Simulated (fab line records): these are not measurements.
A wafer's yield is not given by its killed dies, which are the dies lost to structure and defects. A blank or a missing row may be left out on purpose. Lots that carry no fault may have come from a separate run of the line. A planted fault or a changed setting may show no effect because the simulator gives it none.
Chamber matching + flow n5 finfet + rie diel-01 running N5_BEOL_M13_DESCUM_33: 4 sister chambers
The step chemistry O2, time 7.9 s. 16 wafers are shown with their chamber, then 8 later ones without.

== EACH WAFER AND ITS CHAMBER ==
| wafer  | chamber | showerhead plenum p Torr (Torr) | oes product au (a.u.) | throttle valve pct (%) |
|--------|---------|---------------------------------|-----------------------|------------------------|
| L074.2 | 0       | 2.12                            | 0.84                  | 20.49                  |
| L074.3 | 1       | 2.13                            | 0.84                  | 20.55                  |
| L074.4 | 1       | 2.13                            | 0.84                  | 20.55                  |
| L080.1 | 0       | 2.11                            | 0.83                  | 20.54                  |
| L080.4 | 2       | 2.04                            | 1.01                  | 20.46                  |
| L080.5 | 1       | 2.13                            | 0.83                  | 20.56                  |
| L078.1 | 1       | 2.13                            | 0.83                  | 20.57                  |
| L078.3 | 0       | 2.11                            | 0.83                  | 20.53                  |
| L078.6 | 1       | 2.13                            | 0.83                  | 20.58                  |
| L081.2 | 1       | 2.13                            | 0.82                  | 20.57                  |
| L081.4 | 0       | 2.11                            | 0.83                  | 20.53                  |
| L081.6 | 1       | 2.13                            | 0.82                  | 20.56                  |
| L086.1 | 2       | 2.04                            | 0.95                  | 20.47                  |
| L086.2 | 1       | 2.13                            | 0.80                  | 20.59                  |
| L086.4 | 0       | 2.11                            | 0.81                  | 20.53                  |
| L089.1 | 3       | 1.97                            | 0.66                  | 20.46                  |

SIGNATURES (means of the wafers above)
| reading                  | chamber 0 | chamber 1 | chamber 2 | chamber 3 | scatter within a chamber |
|--------------------------|-----------|-----------|-----------|-----------|--------------------------|
| showerhead plenum p Torr | 2.1120    | 2.1300    | 2.0400    | 1.9700    | 0.00258                  |
| oes product au           | 0.8280    | 0.8262    | 0.9800    | 0.6600    | 0.017                    |
| throttle valve pct       | 20.5240   | 20.5663   | 20.4650   | 20.4600   | 0.0157                   |
Rule: for a wafer and a chamber, the distance is found by dividing, reading by reading, the gap between the wafer's reading and the chamber's mean by the reading's scatter, squaring, summing and taking the root. If the next closest chamber is less than 2 further off than the closest, the wafer can't be placed; otherwise it belongs to the closest. How the scatter is found: for the shown wafers, subtract from each reading the mean of its chamber, square and add these, divide the total by (wafers less chambers), then take the root.

== WAFERS WHOSE CHAMBER IS MISSING ==
| wafer  | showerhead plenum p Torr (Torr) | oes product au (a.u.) | throttle valve pct (%) |
|--------|---------------------------------|-----------------------|------------------------|
| L089.4 | 2.11                            | 0.81                  | 20.56                  |
| L089.6 | 2.03                            | 0.94                  | 20.49                  |
| L096.2 | 2.23                            | 0.99                  | 20.06                  |
| L096.3 | 2.03                            | 0.90                  | 20.51                  |
| L096.4 | 2.10                            | 0.79                  | 20.60                  |
| L097.2 | 2.23                            | 0.97                  | 20.05                  |
| L097.3 | 2.12                            | 0.78                  | 20.62                  |
| L097.6 | 2.12                            | 0.79                  | 20.62                  |

== WHICH CHAMBER EACH ONE RAN IN ==
| wafer  | from the rows above     | in truth                   |
|--------|-------------------------|----------------------------|
| L089.4 | 0                       | 0                          |
| L089.6 | 2                       | 2                          |
| L096.2 | 1                       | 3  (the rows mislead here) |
| L096.3 | 2                       | 2                          |
| L096.4 | 0                       | 0                          |
| L097.2 | 1                       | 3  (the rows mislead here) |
| L097.3 | can't be placed: 1 or 0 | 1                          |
| L097.6 | can't be placed: 1 or 0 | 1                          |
4 of 8 placed correctly. Can't be placed from these rows: 2 (the true chamber is among the candidates in 2). 2 placed wrongly.
